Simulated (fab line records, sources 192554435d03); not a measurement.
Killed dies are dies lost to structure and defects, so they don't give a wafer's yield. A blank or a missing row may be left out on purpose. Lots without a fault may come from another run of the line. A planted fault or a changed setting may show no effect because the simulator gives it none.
fab line records | flow n5_finfet
record lots=24 wafers=72 last_day=18
route steps=1938 shown BEOL_M10@1483
lots that met no fault: from a run of the same line without faults
start_h: hours from the record's first day to the start of the lot's first wafer shown | wait_h: hours since the lot's step before | " the same as in the row above | L1.1+2: a row that stands for several wafers | - no value, or no start given | * or withheld: withheld | < > ~ a bound
route shown NAME@n: a module of which the file shows steps, and the number in the route of the first | usual: mean/standard deviation of fault-free wafers | same: alike in all rows | chamber/n: place in a boat | sites: the reading at each site | _std_site: their standard deviation | _edge_site: outer sites' mean less inner sites' | radius_mm: how far each site lies from the wafer's centre | mask NAME#n: copy n | behind: the tool/chamber that last shaped the wafer | hold: why the lot was held/for how many hours/how that ended | device: the transistor (n, p or np) that didn't switch | end of line: the same wafers' tests at the end of the route | a step without rows: its recipe alone | killed: dies lost to structure and defects at the first sort, not the wafer's yield | map: a wafer's dies, x killed, . not, _ none there
set.NAME: the setting as run; set.NAME@STEP: as run at that earlier step | model.NAME: the simulator's own value behind a step, which no gauge read
steps of the route over a sample of lots; a table a step, a row a wafer
services: from which hour (start_h, from the record's first day; less than 0 if before it) a tool's chamber was out of use, for how many hours, and why
## steps
# step N5_BEOL_M10_CD_MEAS_11
# recipe target_cd_nm=64.1 landing_energy_ev=500 detector=se_inlens polarity=opening
# usual cd_nm=64.1/0.56
# columns lot.wafer tool chamber start_h wait_h cd_nm
L074.4 cd_sem-02 0 216.62 - 64.5
L074.5 " 0 " " 64.6
L074.6 " 0 " " 64.1
L075.1 cd_sem-02 0 227.01 - 63.5
L075.2 " 0 " " 63.9
L075.6 " 0 " " 63.4
L076.3 cd_sem-03 0 233.91 - 65.3
L076.4 " 0 " " 64.4
L076.5 " 0 " " 64.2
L077.2 cd_sem-01 0 235.51 - 62.8
L077.3 " 0 " " 63.6
L077.6 " 0 " " 63.7
L078.1 cd_sem-02 0 243.54 - 63.2
L078.3 " 0 " " 64.2
L078.6 " 0 " " 63.8
L079.3 cd_sem-01 0 247.82 - 63.7
L079.4 " 0 " " 63.9
L079.6 " 0 " " 64.1
L081.1 cd_sem-03 0 261.70 - 63.7
L081.3 " 0 " " 64.4
L081.5 " 0 " " 64.2
L080.1 cd_sem-01 0 262.01 - 64.1
L080.4 " 0 " " 64.0
L080.5 " 0 " " 65.1
L083.2 cd_sem-02 0 266.29 - 64.5
L083.3 " 0 " " 64.7
L083.5 " 0 " " 64.9
L082.1 cd_sem-01 0 269.74 - 64.4
L082.2 " 0 " " 63.9
L082.3 " 0 " " 63.9
L084.1 cd_sem-01 0 285.16 - 63.8
L084.3 " 0 " " 63.6
L084.6 " 0 " " 63.4
L085.3 cd_sem-03 0 289.30 - 63.9
L085.4 " 0 " " 64.8
L085.6 " 0 " " 64.3
L087.2 cd_sem-01 0 293.16 - 64.9
L087.5 " 0 " " 64.3
L087.6 " 0 " " 64.7
L086.1 cd_sem-02 0 295.69 - 64.7
L086.4 " 0 " " 64.7
L086.5 " 0 " " 64.2
L088.3 cd_sem-03 0 296.38 - 64.0
L088.4 " 0 " " 63.8
L088.6 " 0 " " 64.9
L089.3 cd_sem-03 0 312.66 - 64.3
L089.4 " 0 " " 64.6
L089.6 " 0 " " 63.5
L093.1 cd_sem-01 0 324.06 - 64.0
L093.2 " 0 " " 65.0
L093.5 " 0 " " 64.1
L090.2 cd_sem-03 0 324.26 - 64.1
L090.4 " 0 " " 63.5
L090.6 " 0 " " 64.5
L091.1 cd_sem-03 0 324.47 - 64.0
L091.3 " 0 " " 64.0
L091.6 " 0 " " 64.6
L092.2 cd_sem-01 0 336.18 - 65.1
L092.4 " 0 " " 64.0
L092.6 " 0 " " 64.6
L096.1 cd_sem-03 0 360.76 - 63.6
L096.2 " 0 " " 63.6
L096.3 " 0 " " 63.8
L094.1 cd_sem-03 0 367.64 - 64.0
L094.2 " 0 " " 63.8
L094.6 " 0 " " 63.4
L095.1 cd_sem-03 0 371.00 - 64.4
L095.3 " 0 " " 64.6
L095.5 " 0 " " 63.4
L097.2 cd_sem-03 0 385.17 - 63.0
L097.4 " 0 " " 64.0
L097.6 " 0 " " 63.1
# step N5_BEOL_M10_OVL_MEAS_12
# recipe points_per_wafer=44
# usual M10_OVL=-0.1/0.89
# columns lot.wafer tool chamber start_h wait_h M10_OVL[nm]
L074.4 overlay-02 0 216.65 0.0 1.3
L074.5 " 0 " " 0.7
L074.6 " 0 " " 0.5
L075.1 overlay-01 0 227.04 0.0 0.4
L075.2 " 0 " " 0.4
L075.6 " 0 " " -0.2
L076.3 overlay-02 0 233.94 0.0 -0.4
L076.4 " 0 " " -1.3
L076.5 " 0 " " 0.1
L077.2 overlay-02 0 235.54 0.0 0.7
L077.3 " 0 " " -0.2
L077.6 " 0 " " 0.8
L078.1 overlay-02 0 243.57 0.0 1.8
L078.3 " 0 " " 0.5
L078.6 " 0 " " 0.6
L079.3 overlay-01 0 247.87 0.0 -1.6
L079.4 " 0 " " -2.1
L079.6 " 0 " " -1.7
L081.1 overlay-01 0 261.73 0.0 0.0
L081.3 " 0 " " 0.1
L081.5 " 0 " " 0.0
L080.1 overlay-02 0 262.04 0.0 -0.7
L080.4 " 0 " " 0.5
L080.5 " 0 " " -0.1
L083.2 overlay-01 0 266.32 0.0 0.8
L083.3 " 0 " " 0.5
L083.5 " 0 " " -0.7
L082.1 overlay-02 0 269.77 0.0 0.8
L082.2 " 0 " " 1.1
L082.3 " 0 " " 0.1
L084.1 overlay-02 0 285.19 0.0 -0.7
L084.3 " 0 " " 0.0
L084.6 " 0 " " -0.1
L085.3 overlay-01 0 289.33 0.0 0.3
L085.4 " 0 " " 0.6
L085.6 " 0 " " -0.2
L087.2 overlay-01 0 293.19 0.0 -0.5
L087.5 " 0 " " -1.5
L087.6 " 0 " " -0.5
L086.1 overlay-01 0 295.72 0.0 0.1
L086.4 " 0 " " 0.1
L086.5 " 0 " " -0.1
L088.3 overlay-01 0 296.40 0.0 -1.0
L088.4 " 0 " " -1.2
L088.6 " 0 " " -0.2
L089.3 overlay-02 0 312.68 0.0 -1.4
L089.4 " 0 " " -0.4
L089.6 " 0 " " 0.0
L093.1 overlay-02 0 324.09 0.0 0.1
L093.2 " 0 " " 0.7
L093.5 " 0 " " 0.4
L090.2 overlay-01 0 324.29 0.0 -0.3
L090.4 " 0 " " -0.2
L090.6 " 0 " " -1.6
L091.1 overlay-02 0 324.50 0.0 -0.8
L091.3 " 0 " " -0.3
L091.6 " 0 " " -0.7
L092.2 overlay-01 0 336.21 0.0 -0.5
L092.4 " 0 " " -0.2
L092.6 " 0 " " -1.8
L096.1 overlay-02 0 360.79 0.0 -1.0
L096.2 " 0 " " 0.8
L096.3 " 0 " " 0.7
L094.1 overlay-02 0 367.68 0.0 0.9
L094.2 " 0 " " 1.4
L094.6 " 0 " " 1.4
L095.1 overlay-01 0 371.03 0.0 0.2
L095.3 " 0 " " 0.6
L095.5 " 0 " " -0.1
L097.2 overlay-01 0 385.20 0.0 -1.0
L097.4 " 0 " " -1.8
L097.6 " 0 " " -1.4
# step N5_BEOL_M10_VIA_ETCH_34
# recipe chemistry=C4F6/O2 target=SiCOH_lowk target_depth_a=1845 mask_material=SOC taper_deg=4 time_s=69.2 ion_energy_ev=250 pressure_mtorr=30 source_w=345 bias_w=185 Ar_flow_sccm=300 C4F6_flow_sccm=10 O2_flow_sccm=10
# usual drypump_motor_current_A=5.8/0.4 oes_product_au=0.83/0.089 rf_vpp_V=667/14 showerhead_plenum_p_Torr=2.88/0.11 throttle_valve_pct=20.81/0.22
# columns lot.wafer tool chamber start_h wait_h drypump_motor_current_A oes_product_au rf_hours_counter_h rf_vpp_V showerhead_plenum_p_Torr throttle_valve_pct
L074.4 rie_diel-04 1 218.92 0.0 6.1 0.84 - 670 2.88 20.75
L074.5 " 3 " " 5.7 0.94 - 673 2.90 20.70
L074.6 " 2 " " 5.5 0.71 - 687 2.71 20.86
L075.1 rie_diel-04 2 228.54 0.0 5.5 0.70 201 685 2.71 20.87
L075.2 " 3 " " 5.7 0.93 13 674 2.89 20.70
L075.6 " 1 " " 6.1 0.84 - 671 2.88 20.74
L076.3 rie_diel-04 3 235.86 0.0 5.7 0.94 16 674 2.89 20.72
L076.4 " 0 " " 6.4 0.97 4 648 2.93 21.29
L076.5 " 3 " " 5.7 0.92 - 673 2.89 20.69
L077.2 rie_diel-05 0 238.74 0.0 6.6 0.79 126 672 2.97 20.98
L077.3 " 3 " " 5.7 0.69 236 672 2.80 20.83
L077.6 " 2 " " 5.1 0.87 - 657 3.03 20.64
L078.1 rie_diel-05 2 246.43 0.0 5.1 0.87 42 657 3.03 20.63
L078.3 " 1 " " 5.6 0.68 232 674 2.69 20.86
L078.6 " 2 " " 5.1 0.87 - 656 3.03 20.63
L079.3 rie_diel-05 2 249.20 0.0 5.1 0.87 43 655 3.03 20.63
L079.4 " 0 " " 6.6 0.78 131 671 2.97 20.98
L079.6 " 0 " " 6.6 0.78 - 670 2.97 20.97
L081.1 rie_diel-05 1 263.10 0.0 5.6 0.68 239 675 2.69 20.86
L081.3 " 2 " " 5.1 0.85 49 656 3.03 20.64
L081.5 " 2 " " 5.1 0.85 - 656 3.03 20.65
L080.1 rie_diel-03 3 263.51 0.0 5.5 0.87 43 640 2.78 20.91
L080.4 " 3 " " 5.5 0.87 - 641 2.78 20.93
L080.5 " 0 " " 5.8 0.67 - 682 2.92 20.58
L083.2 rie_diel-04 3 268.55 0.0 5.7 0.91 23 673 2.89 20.72
L083.3 " 2 " " 5.5 0.69 216 686 2.70 20.90
L083.5 " 3 " " 5.7 0.91 - 674 2.89 20.71
L082.1 rie_diel-03 2 271.33 0.0 5.9 0.91 15 657 3.03 20.56
L082.2 " 1 " " 5.8 0.80 68 674 2.85 20.87
L082.3 " 3 " " 5.5 0.87 46 640 2.78 20.93
L084.1 rie_diel-04 1 288.69 0.0 6.1 0.82 102 671 2.87 20.79
L084.3 " 2 " " 5.5 0.69 223 686 2.70 20.89
L084.6 " 1 " " 6.1 0.81 - 670 2.87 20.77
L085.3 rie_diel-04 2 290.52 0.0 5.5 0.69 224 687 2.70 20.89
L085.4 " 3 " " 5.6 0.89 30 675 2.89 20.73
L085.6 " 0 " " 6.4 0.91 - 646 2.92 21.30
L087.2 rie_diel-05 0 295.33 0.0 6.6 0.75 147 672 2.96 21.02
L087.5 " 1 " " 5.6 0.67 - 675 2.68 20.87
L087.6 " 0 " " 6.6 0.76 - 670 2.96 20.99
L086.1 rie_diel-04 1 298.59 0.0 6.1 0.80 105 673 2.87 20.77
L086.4 " 3 " " 5.7 0.88 33 674 2.89 20.72
L086.5 " 2 " " 5.4 0.68 - 687 2.70 20.89
L088.3 rie_diel-03 3 299.20 0.0 5.6 0.85 61 641 2.77 20.94
L088.4 " 3 " " 5.5 0.85 - 641 2.77 20.94
L088.6 " 0 " " 5.8 0.95 - 680 2.91 20.29
L089.3 rie_diel-05 0 317.17 0.0 6.6 0.75 157 672 2.95 21.00
L089.4 " 2 " " 5.1 0.82 - 656 3.02 20.66
L089.6 " 3 " " 5.7 0.97 - 673 2.79 20.52
L090.2 rie_diel-03 1 328.89 0.0 5.8 0.78 93 671 2.84 20.90
L090.4 " 3 " " 5.5 0.83 71 638 2.77 20.95
L090.6 " 3 " " 5.5 0.83 - 640 2.77 20.95
L093.1 rie_diel-05 0 328.93 0.0 6.6 0.75 161 669 2.95 21.01
L093.2 " 3 " " 5.7 0.96 8 674 2.79 20.51
L093.5 " 2 " " 5.1 0.82 - 656 3.02 20.68
L091.1 rie_diel-03 1 329.49 0.0 5.8 0.78 93 672 2.84 20.91
L091.3 " 0 " " 5.8 0.92 20 682 2.91 20.30
L091.6 " 2 " " 5.9 0.88 - 655 3.02 20.59
L092.2 rie_diel-05 2 339.73 0.0 5.1 0.83 76 656 3.02 20.68
L092.4 " 3 " " 5.7 0.96 11 673 2.78 20.52
L092.6 " 2 " " 5.1 0.83 - 657 3.02 20.67
L096.1 rie_diel-03 2 362.29 0.0 5.8 0.87 42 656 3.02 20.61
L096.2 " 3 " " 5.5 0.82 84 640 2.76 20.97
L096.3 " 0 " " 5.8 0.90 32 681 2.90 20.33
L094.1 rie_diel-04 1 370.43 0.0 6.1 0.78 130 671 2.86 20.82
L094.2 " 0 " " 6.4 0.86 52 647 2.91 21.37
L094.6 " 0 " " 6.4 0.86 - 647 2.90 21.35
L095.1 rie_diel-03 0 373.81 0.0 5.8 0.89 36 682 2.90 20.32
L095.3 " 3 " " 5.5 0.81 87 639 2.76 20.97
L095.5 " 1 " " 5.8 0.77 - 670 2.84 20.93
L097.2 rie_diel-04 1 388.59 0.0 6.1 0.78 135 670 2.85 20.81
L097.4 " 2 " " 5.4 1.01 1 699 3.03 20.54
L097.6 " 2 " " 5.5 0.99 - 697 3.03 20.51
# step N5_BEOL_M10_CD_MEAS_35
# recipe target_cd_nm=70 polarity=opening
# usual cd_nm=70.0/0.6
# columns lot.wafer tool chamber start_h wait_h cd_nm
L074.4 cd_sem-02 - 219.33 0.0 71.0
L074.5 " - " " 69.7
L074.6 " - " " 69.3
L075.1 cd_sem-02 - 228.97 0.0 69.4
L075.2 " - " " 70.6
L075.6 " - " " 70.0
L076.3 cd_sem-03 - 236.30 0.0 70.1
L076.4 " - " " 70.2
L076.5 " - " " 69.6
L077.2 cd_sem-01 - 239.19 0.0 68.8
L077.3 " - " " 69.7
L077.6 " - " " 69.2
L078.1 cd_sem-02 - 246.88 0.0 69.5
L078.3 " - " " 68.9
L078.6 " - " " 69.6
L079.3 cd_sem-02 - 249.79 0.0 69.9
L079.4 " - " " 69.3
L079.6 " - " " 69.4
L081.1 cd_sem-03 - 263.54 0.0 69.8
L081.3 " - " " 70.4
L081.5 " - " " 70.1
L080.1 cd_sem-03 - 264.09 0.0 70.3
L080.4 " - " " 69.9
L080.5 " - " " 70.7
L083.2 cd_sem-01 - 268.99 0.0 69.8
L083.3 " - " " 70.2
L083.5 " - " " 70.7
L082.1 cd_sem-03 - 271.77 0.0 70.5
L082.2 " - " " 70.1
L082.3 " - " " 69.7
L084.1 cd_sem-01 - 289.12 0.0 69.6
L084.3 " - " " 69.7
L084.6 " - " " 69.8
L085.3 cd_sem-03 - 290.96 0.0 70.1
L085.4 " - " " 70.0
L085.6 " - " " 70.6
L087.2 cd_sem-02 - 295.78 0.0 69.4
L087.5 " - " " 69.5
L087.6 " - " " 69.6
L086.1 cd_sem-01 - 299.04 0.0 70.9
L086.4 " - " " 70.0
L086.5 " - " " 70.2
L088.3 cd_sem-03 - 299.65 0.0 69.7
L088.4 " - " " 70.1
L088.6 " - " " 71.0
L089.3 cd_sem-02 - 317.61 0.0 70.2
L089.4 " - " " 70.4
L089.6 " - " " 70.1
L090.2 cd_sem-02 - 329.33 0.0 69.6
L090.4 " - " " 68.9
L090.6 " - " " 70.1
L093.1 cd_sem-03 - 329.37 0.0 70.0
L093.2 " - " " 70.1
L093.5 " - " " 69.3
L091.1 cd_sem-02 - 329.93 0.0 69.8
L091.3 " - " " 70.4
L091.6 " - " " 70.4
L092.2 cd_sem-02 - 340.17 0.0 70.6
L092.4 " - " " 70.5
L092.6 " - " " 70.7
L096.1 cd_sem-03 - 362.73 0.0 69.8
L096.2 " - " " 69.3
L096.3 " - " " 70.1
L094.1 cd_sem-02 - 370.87 0.0 70.2
L094.2 " - " " 69.7
L094.6 " - " " 69.9
L095.1 cd_sem-03 - 374.24 0.0 69.9
L095.3 " - " " 69.9
L095.5 " - " " 69.2
L097.2 cd_sem-02 - 389.03 0.0 68.9
L097.4 " - " " 69.9
L097.6 " - " " 68.8
# step N5_BEOL_M10_ANNEAL_51
# recipe temp_c=225 time_s=90 ambient=N2
# usual anneal_temp_c=224.99/0.16 wafer_temp_C_max=226.06/0.28
# columns lot.wafer tool chamber start_h wait_h anneal_temp_c wafer_temp_C_max
L074.4 rtp_anneal-02 0 221.42 0.4 224.80 226.67
L074.5 " 0 " " 225.01 226.10
L074.6 " 0 " " 224.96 225.93
L075.1 rtp_anneal-02 0 230.67 0.1 225.05 226.35
L075.2 " 0 " " 224.99 226.33
L075.6 " 0 " " 225.04 226.55
L076.3 rtp_anneal-01 0 239.39 0.3 224.91 225.96
L076.4 " 0 " " 225.02 225.83
L076.5 " 0 " " 225.04 225.87
L077.2 rtp_anneal-02 0 240.43 0.1 224.86 226.36
L077.3 " 0 " " 225.09 226.38
L077.6 " 0 " " 224.87 225.98
L078.1 rtp_anneal-01 0 249.09 0.5 224.95 225.81
L078.3 " 0 " " 225.07 226.34
L078.6 " 0 " " 225.25 225.79
L079.3 rtp_anneal-02 0 253.01 0.1 224.78 226.30
L079.4 " 0 " " 224.69 226.45
L079.6 " 0 " " 224.87 226.62
L081.1 rtp_anneal-01 0 265.23 0.1 225.01 225.95
L081.3 " 0 " " 224.90 226.13
L081.5 " 0 " " 224.99 226.33
L080.1 rtp_anneal-01 0 266.31 0.5 225.18 225.61
L080.4 " 0 " " 224.97 225.69
L080.5 " 0 " " 225.04 225.98
L083.2 rtp_anneal-01 0 272.14 1.3 224.98 226.12
L083.3 " 0 " " 224.77 225.87
L083.5 " 0 " " 225.18 225.80
L082.1 rtp_anneal-01 0 273.80 0.2 225.18 225.84
L082.2 " 0 " " 225.13 225.77
L082.3 " 0 " " 224.89 225.62
L084.1 rtp_anneal-02 0 291.35 0.3 225.37 226.30
L084.3 " 0 " " 225.37 226.40
L084.6 " 0 " " 225.24 226.14
L085.3 rtp_anneal-02 0 293.04 0.5 225.19 226.43
L085.4 " 0 " " 224.95 226.47
L085.6 " 0 " " 225.15 226.15
L087.2 rtp_anneal-01 0 297.88 0.6 225.01 225.69
L087.5 " 0 " " 224.91 226.07
L087.6 " 0 " " 224.84 225.88
L086.1 rtp_anneal-01 0 302.25 0.4 224.97 225.95
L086.4 " 0 " " 225.03 226.01
L086.5 " 0 " " 225.10 225.70
L088.3 rtp_anneal-02 0 303.61 0.9 225.01 226.22
L088.4 " 0 " " 225.04 226.42
L088.6 " 0 " " 225.14 226.09
L089.3 rtp_anneal-02 0 318.99 0.3 225.25 226.36
L089.4 " 0 " " 225.02 226.73
L089.6 " 0 " " 225.07 226.21
L090.2 rtp_anneal-01 0 331.06 0.1 224.97 225.95
L090.4 " 0 " " 224.84 225.52
L090.6 " 0 " " 225.01 225.84
L093.1 rtp_anneal-01 0 331.34 0.1 224.91 225.86
L093.2 " 0 " " 224.89 225.67
L093.5 " 0 " " 224.94 225.90
L091.1 rtp_anneal-01 0 331.88 0.3 224.89 225.91
L091.3 " 0 " " 224.84 226.07
L091.6 " 0 " " 224.92 226.10
L092.2 rtp_anneal-01 0 341.63 0.1 225.02 225.59
L092.4 " 0 " " 225.14 225.91
L092.6 " 0 " " 225.22 226.22
L096.1 rtp_anneal-01 0 364.83 0.2 225.04 226.11
L096.2 " 0 " " 224.76 225.89
L096.3 " 0 " " 224.73 225.85
L094.1 rtp_anneal-02 0 372.48 0.1 224.98 226.27
L094.2 " 0 " " 225.09 226.00
L094.6 " 0 " " 224.48 226.39
L095.1 rtp_anneal-02 0 375.75 0.1 224.94 225.92
L095.3 " 0 " " 224.91 225.57
L095.5 " 0 " " 225.08 226.34
L097.2 rtp_anneal-01 0 390.80 0.2 224.92 225.66
L097.4 " 0 " " 224.91 225.67
L097.6 " 0 " " 224.61 225.95
# step N5_BEOL_M10_THK_MEAS_53
# recipe thk_meas_gauge=xrf reads=Cu_of_BEOL_M10_ECD_50
# usual M10_THK=143/3.2
# columns lot.wafer tool chamber start_h wait_h M10_THK[nm]
L074.4 film_metro-01 - 221.88 - 146
L074.5 " - " " 144
L074.6 " - " " 142
L075.1 film_metro-02 - 231.27 - 138
L075.2 " - " " 146
L075.6 " - " " 143
L076.3 film_metro-02 - 239.89 - 146
L076.4 " - " " 146
L076.5 " - " " 147
L077.2 film_metro-02 - 240.98 - 142
L077.3 " - " " 140
L077.6 " - " " 144
L078.1 film_metro-01 - 249.68 - 144
L078.3 " - " " 141
L078.6 " - " " 145
L079.3 film_metro-01 - 253.52 - 143
L079.4 " - " " 142
L079.6 " - " " 143
L081.1 film_metro-02 - 265.94 - 138
L081.3 " - " " 140
L081.5 " - " " 140
L080.1 film_metro-01 - 266.90 - 142
L080.4 " - " " 141
L080.5 " - " " 137
L083.2 film_metro-01 - 272.70 - 148
L083.3 " - " " 141
L083.5 " - " " 149
L082.1 film_metro-01 - 274.39 - 140
L082.2 " - " " 139
L082.3 " - " " 142
L084.1 film_metro-01 - 291.94 - 147
L084.3 " - " " 141
L084.6 " - " " 145
L085.3 film_metro-01 - 293.54 - 139
L085.4 " - " " 144
L085.6 " - " " 144
L087.2 film_metro-01 - 298.55 - 143
L087.5 " - " " 141
L087.6 " - " " 140
L086.1 film_metro-01 - 302.84 - 150
L086.4 " - " " 149
L086.5 " - " " 144
L088.3 film_metro-01 - 304.32 - 144
L088.4 " - " " 144
L088.6 " - " " 147
L089.3 film_metro-02 - 319.49 - 138
L089.4 " - " " 140
L089.6 " - " " 145
L090.2 film_metro-02 - 331.61 - 140
L090.4 " - " " 140
L090.6 " - " " 140
L093.1 film_metro-01 - 331.93 - 139
L093.2 " - " " 147
L093.5 " - " " 143
L091.1 film_metro-01 - 332.47 - 146
L091.3 " - " " 148
L091.6 " - " " 144
L092.2 film_metro-01 - 342.17 - 145
L092.4 " - " " 148
L092.6 " - " " 143
L096.1 film_metro-02 - 365.47 - 142
L096.2 " - " " 144
L096.3 " - " " 143
L094.1 film_metro-01 - 373.07 - 147
L094.2 " - " " 146
L094.6 " - " " 145
L095.1 film_metro-02 - 376.36 - 140
L095.3 " - " " 143
L095.5 " - " " 142
L097.2 film_metro-02 - 391.37 - 143
L097.4 " - " " 145
L097.6 " - " " 147
## services
# columns tool chamber start_h hours kind
rie_diel-03 3 197.84 8.7 repair
rie_diel-04 0 208.14 - clean
rie_diel-04 0 208.14 - consumable_replace:focus_ring
rie_diel-04 0 208.14 16.2 scheduled_down
rie_diel-04 0 208.14 16.2 vent_cycle
rie_diel-03 3 214.28 5.1 repair
rie_diel-03 3 248.74 6.3 repair
rie_diel-04 3 251.44 4.5 repair
rie_diel-05 3 256.33 3.1 repair
rie_diel-03 2 262.22 1.6 repair
rie_diel-04 1 270.31 3.5 repair
rie_diel-05 3 283.27 - clean
rie_diel-05 3 283.27 - consumable_replace:focus_ring
rie_diel-03 2 283.29 16.3 repair
rie_diel-05 2 309.40 3.4 repair
rie_diel-05 3 320.86 5.4 repair
rie_diel-03 1 344.53 6.7 repair
rie_diel-04 0 355.13 2.6 repair
rie_diel-04 2 368.35 - clean
rie_diel-04 2 368.35 - consumable_replace:focus_ring
rie_diel-04 2 368.35 - consumable_replace:showerhead
rie_diel-04 2 368.35 16.0 scheduled_down
rie_diel-04 2 368.35 16.0 vent_cycle
rie_diel-05 1 376.36 4.9 repair
## key
fault none
